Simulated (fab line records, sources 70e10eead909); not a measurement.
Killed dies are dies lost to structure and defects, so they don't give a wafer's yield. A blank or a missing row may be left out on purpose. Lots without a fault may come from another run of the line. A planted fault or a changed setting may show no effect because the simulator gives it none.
fab line records | flow nand_harc
record lots=11 wafers=33 last_day=26
route steps=1159 shown A_CONTACT@913 END@1159
lots that met no fault: from a run of the same line without faults
start_h: hours from the record's first day to the start of the lot's first wafer shown | wait_h: hours since the lot's step before | " the same as in the row above | L1.1+2: a row that stands for several wafers | - no value, or no start given | * or withheld: withheld | < > ~ a bound
route shown NAME@n: a module of which the file shows steps, and the number in the route of the first | usual: mean/standard deviation of fault-free wafers | same: alike in all rows | chamber/n: place in a boat | sites: the reading at each site | _std_site: their standard deviation | _edge_site: outer sites' mean less inner sites' | radius_mm: how far each site lies from the wafer's centre | mask NAME#n: copy n | behind: the tool/chamber that last shaped the wafer | hold: why the lot was held/for how many hours/how that ended | device: the transistor (n, p or np) that didn't switch | end of line: the same wafers' tests at the end of the route | a step without rows: its recipe alone | killed: dies lost to structure and defects at the first sort, not the wafer's yield | map: a wafer's dies, x killed, . not, _ none there
set.NAME: the setting as run; set.NAME@STEP: as run at that earlier step | model.NAME: the simulator's own value behind a step, which no gauge read
steps of the route over a sample of lots; a table a step, a row a wafer
services: from which hour (start_h, from the record's first day; less than 0 if before it) a tool's chamber was out of use, for how many hours, and why
## steps
# step NHARC_A_CONTACT_ETCH_133
# recipe source_w=withheld pressure_mtorr=20 bias_v=400 time_s=195 target_depth_a=8400 ar_flow_sccm=withheld c4f8_flow_sccm=11.5 o2_flow_sccm=7.2 chemistry=C4F8/O2/Ar
# same time_s=195
# columns lot.wafer tool chamber start_h wait_h rf_hours_counter_h
L303.1 har_cap_etch-01 0 381.67 0.1 57
L303.3 " 0 " " -
L303.6 " 0 " " -
L301.1 har_cap_etch-03 0 383.55 0.1 88
L301.3 " 1 " " -
L301.6 " 1 " " -
L302.4 har_cap_etch-01 0 388.36 0.2 -
L302.3 " 1 " " -
L302.5 " 0 " " -
L306.2 har_cap_etch-02 0 399.73 0.2 15
L306.4 " 1 " " -
L306.3 " 0 " " -
L310.1 har_cap_etch-02 1 438.05 0.1 20
L310.3 " 1 " " -
L310.5 " 0 " " -
L316.2 har_cap_etch-02 1 463.16 0.1 26
L316.1 " 0 " " 26
L316.5 " 0 " " -
L315.2 har_cap_etch-01 0 463.88 0.1 73
L315.1 " 1 " " 73
L315.6 " 1 " " -
L321.1 har_cap_etch-02 0 495.25 0.1 30
L321.4 " 0 " " -
L321.6 " 1 " " -
L320.4 har_cap_etch-03 0 515.09 0.2 -
L320.6 " 0 " " -
L320.5 " 1 " " -
L323.3 har_cap_etch-02 0 523.69 0.2 -
L323.5 " 0 " " -
L323.6 " 1 " " -
L324.1 har_cap_etch-01 0 529.26 0.1 83
L324.2 " 1 " " 83
L324.6 " 0 " " -
# step NHARC_A_CONTACT_STRIP_82
# recipe o2_flow_sccm=500 ar_flow_sccm=0 bias_w=0 chemistry=O2
# usual drypump_motor_current_A=5.8/0.51 oes_product_au=1.005/0.014 rf_vpp_V=57.9/0.84 showerhead_plenum_p_Torr=3.56/0.13 throttle_valve_pct=17.036/0.0092
# columns lot.wafer tool chamber start_h wait_h drypump_motor_current_A oes_product_au rf_hours_counter_h rf_vpp_V showerhead_plenum_p_Torr throttle_valve_pct
L303.3 rie_diel-13 3 - - 6.2 1.007 18 58.1 3.65 17.046
L303.1 " 1 " " 5.2 1.018 19 58.3 3.58 17.036
L303.6 " 2 " " 6.0 1.032 - 57.9 3.36 17.034
L301.3 rie_diel-11 0 - - 5.8 1.004 5 58.0 3.55 17.029
L301.1 " 2 " " 5.5 1.012 4 58.0 3.81 17.069
L301.6 " 0 " " 5.8 1.008 - 58.2 3.55 17.046
L302.3 rie_diel-07 2 - - 6.0 1.009 55 58.8 3.67 17.032
L302.5 " 0 " " 6.7 1.006 - 57.5 3.39 17.046
L302.4 " 1 " " 4.8 1.008 - 58.3 3.41 17.030
L306.4 rie_diel-11 2 - - 5.5 1.013 12 58.8 3.80 17.035
L306.2 " 3 " " 6.6 1.016 11 58.4 3.59 17.035
L306.3 " 0 " " 5.8 1.024 14 55.9 3.55 17.037
L310.3 rie_diel-11 3 - - 6.6 1.004 26 58.2 3.59 17.025
L310.1 " 0 " " 5.8 1.010 27 59.5 3.54 17.039
L310.5 " 2 " " 5.5 1.010 - 59.6 3.79 17.018
L316.2 rie_diel-07 1 - - 4.7 0.972 15 57.6 3.40 17.029
L316.1 " 0 " " 6.7 1.009 13 57.6 3.38 17.038
L316.5 " 3 " " 5.6 0.997 - 57.6 3.74 17.038
L315.1 rie_diel-11 2 - - 5.5 1.008 34 59.0 3.79 17.048
L315.2 " 3 " " 6.6 1.016 35 58.4 3.58 17.030
L315.6 " 0 " " 5.8 1.007 - 57.6 3.54 17.031
L321.1 rie_diel-13 0 - - 5.6 0.996 7 58.3 3.52 17.034
L321.4 " 3 " " 6.2 1.026 7 57.8 3.64 17.033
L321.6 " 1 " " 5.2 1.032 - 58.1 3.57 17.045
L320.4 rie_diel-13 0 - - 5.6 0.979 9 56.7 3.52 17.035
L320.6 " 0 " " 5.6 0.988 - 58.2 3.52 17.032
L320.5 " 1 " " 5.2 1.014 - 58.4 3.57 17.042
L323.3 rie_diel-07 1 - - 4.8 0.997 37 57.6 3.39 17.031
L323.5 " 1 " " 4.7 0.990 - 57.8 3.39 17.040
L323.6 " 2 " " 6.0 1.003 - 59.8 3.65 17.038
L324.1 rie_diel-13 1 - - 5.2 1.012 13 57.7 3.57 17.043
L324.2 " 2 " " 6.0 1.016 13 58.0 3.34 17.052
L324.6 " 2 " " 6.0 1.024 - 58.0 3.34 17.039
# step NHARC_A_CONTACT_DEP_85
# recipe target_thk_a=500 target_thk_nm=50 temp_c=400 pressure_torr=3.5 flow_sccm=200 rf_w=350 material=SiON
# usual chamber_pressure_Torr=3.499/0.0075 heater_power_w=746/59
# columns lot.wafer tool chamber start_h wait_h chamber_pressure_Torr heater_power_w
L303.1 pecvd-03 1 385.81 1.1 3.504 880
L303.3 " 2 " " 3.491 818
L303.6 " 0 " " 3.499 846
L301.1 pecvd-03 2 387.01 1.1 3.500 766
L301.3 " 0 " " 3.509 705
L301.6 " 0 " " 3.499 723
L302.3 pecvd-03 2 393.04 0.7 3.498 756
L302.4 " 1 " " 3.489 848
L302.5 " 0 " " 3.494 762
L306.2 pecvd-04 0 403.55 0.9 3.499 704
L306.3 " 1 " " 3.493 785
L306.4 " 1 " " 3.497 752
L310.3 pecvd-02 1 441.91 0.7 3.490 659
L310.1 " 2 " " 3.497 710
L310.5 " 0 " " 3.492 702
L316.2 pecvd-04 0 466.28 0.8 3.501 674
L316.1 " 2 " " 3.503 731
L316.5 " 2 " " 3.483 732
L315.2 pecvd-04 1 466.92 0.9 3.509 723
L315.1 " 2 " " 3.498 705
L315.6 " 0 " " 3.503 625
L321.1 pecvd-04 2 500.20 1.0 3.500 728
L321.4 " 0 " " 3.508 625
L321.6 " 1 " " 3.503 690
L320.5 pecvd-03 1 518.09 0.3 3.503 730
L320.6 " 2 " " 3.505 812
L320.4 " 0 " " 3.502 845
L323.3 pecvd-03 2 527.13 0.6 3.493 794
L323.5 " 2 " " 3.489 821
L323.6 " 1 " " 3.516 803
L324.2 pecvd-03 1 532.55 1.0 3.494 799
L324.1 " 0 " " 3.507 889
L324.6 " 0 " " 3.508 868
# step NHARC_A_CONTACT_INSPECT_10
# usual raw_defect_count=28/15
# columns lot.wafer tool chamber start_h wait_h raw_defect_count
L303.1 defect_inspect-01 - 386.63 0.0 12
L303.3 " - " " 12
L303.6 " - " " 8
L301.1 defect_inspect-01 - 387.83 0.0 35
L301.3 " - " " 37
L301.6 " - " " 40
L302.3 defect_inspect-02 - 393.87 0.0 28
L302.4 " - " " 26
L302.5 " - " " 30
L306.2 defect_inspect-02 - 404.27 0.0 7
L306.3 " - " " 11
L306.4 " - " " 10
L310.1 defect_inspect-02 - 442.76 0.0 352
L310.3 " - " " 22
L310.5 " - " " 25
L316.1 defect_inspect-01 - 467.01 0.0 33
L316.2 " - " " 30
L316.5 " - " " 34
L315.1 defect_inspect-01 - 467.74 0.0 22
L315.2 " - " " 34
L315.6 " - " " 43
L321.1 defect_inspect-02 - 501.04 0.0 20
L321.4 " - " " 12
L321.6 " - " " 12
L320.4 defect_inspect-02 - 518.85 0.0 26
L320.5 " - " " 20
L320.6 " - " " 31
L323.3 defect_inspect-02 - 527.85 0.0 23
L323.5 " - " " 26
L323.6 " - " " 18
L324.1 defect_inspect-02 - 533.40 0.0 18
L324.2 " - " " 19
L324.6 " - " " 20
# step NHARC_A_CONTACT_ETCH_137
# recipe source_w=withheld pressure_mtorr=20 bias_v=3000 time_s=132 target_depth_a=12870 ar_flow_sccm=withheld c4f8_flow_sccm=withheld o2_flow_sccm=withheld chemistry=C4F8/O2/Ar
# same time_s=132
# columns lot.wafer tool chamber start_h wait_h rf_hours_counter_h
L303.1 har_cap_etch-03 1 388.96 0.1 90
L303.3 " 0 " " -
L303.6 " 1 " " -
L301.1 har_cap_etch-01 0 389.33 0.1 59
L301.3 " 1 " " -
L301.6 " 0 " " -
L302.3 har_cap_etch-03 0 395.52 0.1 -
L302.4 " 1 " " -
L302.5 " 0 " " -
L306.2 har_cap_etch-02 1 405.77 0.1 15
L306.3 " 1 " " -
L306.4 " 0 " " -
L310.1 har_cap_etch-01 1 444.52 0.1 68
L310.3 " 0 " " -
L310.5 " 1 " " -
L316.2 har_cap_etch-02 0 468.60 0.1 26
L316.1 " 1 " " 26
L316.5 " 1 " " -
L315.1 har_cap_etch-01 0 469.53 0.1 74
L315.2 " 1 " " 74
L315.6 " 1 " " -
L321.1 har_cap_etch-02 0 502.63 0.1 31
L321.4 " 0 " " -
L321.6 " 1 " " -
L320.4 har_cap_etch-03 1 520.58 0.1 -
L320.6 " 0 " " -
L320.5 " 1 " " -
L323.3 har_cap_etch-03 1 529.40 0.1 -
L323.6 " 1 " " -
L323.5 " 0 " " -
L324.2 har_cap_etch-01 0 534.95 0.1 84
L324.1 " 1 " " 84
L324.6 " 0 " " -
# step NHARC_END_SORT_01
# recipe temp_c=25
# usual killed_at_array=27/12 killed_at_other=0.9/1.1 killed_at_periphery=3.2/2.4 killed_dies=31/12 killed_open=3.3/1.7 killed_short=2.0/1.6
# same gross_dies=677
# columns lot.wafer tool chamber start_h wait_h killed_at_array killed_at_other killed_at_periphery killed_dies killed_open killed_short
L310.1 prober-01 0 571.41 2.5 58 1 4 63 2 1
L310.3 prober-01 0 572.98 3.1 22 1 6 29 6 1
L310.5 prober-01 0 574.55 3.6 23 2 3 28 2 5
# killed by level:class
L310.1 A_CONTACT:unspecified=42 A_CHANNEL_HOLE_D1:chamber_film_flake=10 P_STI:chamber_film_flake=2 A_STAIRCASE:chamber_film_flake=2 P_M0:geometric_particle:open=1 A_SLIT:geometric_particle:open=1 A_CONTACT:geometric_particle:short=1 P_ZERO_WELL:chamber_film_flake=1
L310.3 A_CHANNEL_HOLE_D1:chamber_film_flake=16 P_CONTACT:geometric_particle:open=2 P_M0:geometric_particle:open=2 P_STI:chamber_film_flake=2 A_ZERO_WELL:chamber_film_flake=2 A_CONTACT:chamber_film_flake=2 A_CHANNEL_FILL_D1:geometric_particle:short=1 A_M1:geometric_particle:open=1
L310.5 A_CHANNEL_HOLE_D1:chamber_film_flake=16 A_CONTACT:chamber_film_flake=2 THIN_TSV:chamber_film_flake=2 P_CONTACT:geometric_particle:open=1 P_M0:geometric_particle:short=1 A_SOURCE_PLATE:geometric_particle:short=1 A_ONON_D1:geometric_particle:short=1 A_SGD_CUT:geometric_particle:short=1
## services
# columns tool chamber start_h hours kind
rie_diel-13 0 358.51 - clean
rie_diel-13 1 358.51 - clean
rie_diel-13 2 358.51 - clean
rie_diel-13 3 363.34 4.3 repair
rie_diel-11 - 366.67 9.0 pm
rie_diel-07 3 371.03 30.2 repair
pecvd-04 - 376.00 13.0 pm
pecvd-03 - 391.36 1.3 repair
rie_diel-07 - 405.26 9.0 pm
har_cap_etch-01 - 411.28 0.1 repair
rie_diel-07 2 443.45 30.7 repair
pecvd-04 1 448.79 4.4 repair
rie_diel-07 0 448.96 4.0 repair
rie_diel-13 - 453.00 9.0 pm
pecvd-04 0 454.77 5.1 repair
pecvd-03 - 473.23 13.0 pm
pecvd-03 0 473.23 13.0 vent_cycle
pecvd-03 1 473.23 13.0 vent_cycle
pecvd-03 2 473.23 13.0 vent_cycle
pecvd-03 0 486.23 - clean
pecvd-03 1 486.23 - clean
pecvd-03 2 486.23 - clean
pecvd-02 - 515.66 13.0 pm
rie_diel-13 0 516.32 3.3 repair
## key
first_sign step=NHARC_A_CONTACT_INSPECT_10 reading=raw_defect_count direction=up sigmas=22 usual=28 struck=352
effect step=NHARC_END_SORT_01 reading=killed_dies direction=up sigmas=2.7 usual=31 struck=63
more_kills_born_at NHARC_A_CONTACT_DEP_85@pecvd-02=42
met_at NHARC_A_CONTACT_DEP_85
struck_lots L310
struck_wafers L310.1
tester_left_out L310
not_acting_at NHARC_A_CONTACT_ETCH_133,NHARC_A_CONTACT_STRIP_82,NHARC_A_CONTACT_ETCH_137
fault kind=chamber_particle_source tool=pecvd-02 chamber=2 onset_h=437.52 steps=NHARC_A_CONTACT_DEP_85 rate_per_visit_cm2=0.4945 end_h=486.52
# tester_left_out: of these lots the tester's yield and bins aren't shown, on N5 and GAA mostly nor the transistor test; their killed dies are dies lost to structure and defects alone, not to doping, threshold or leakage, so they don't give the yield
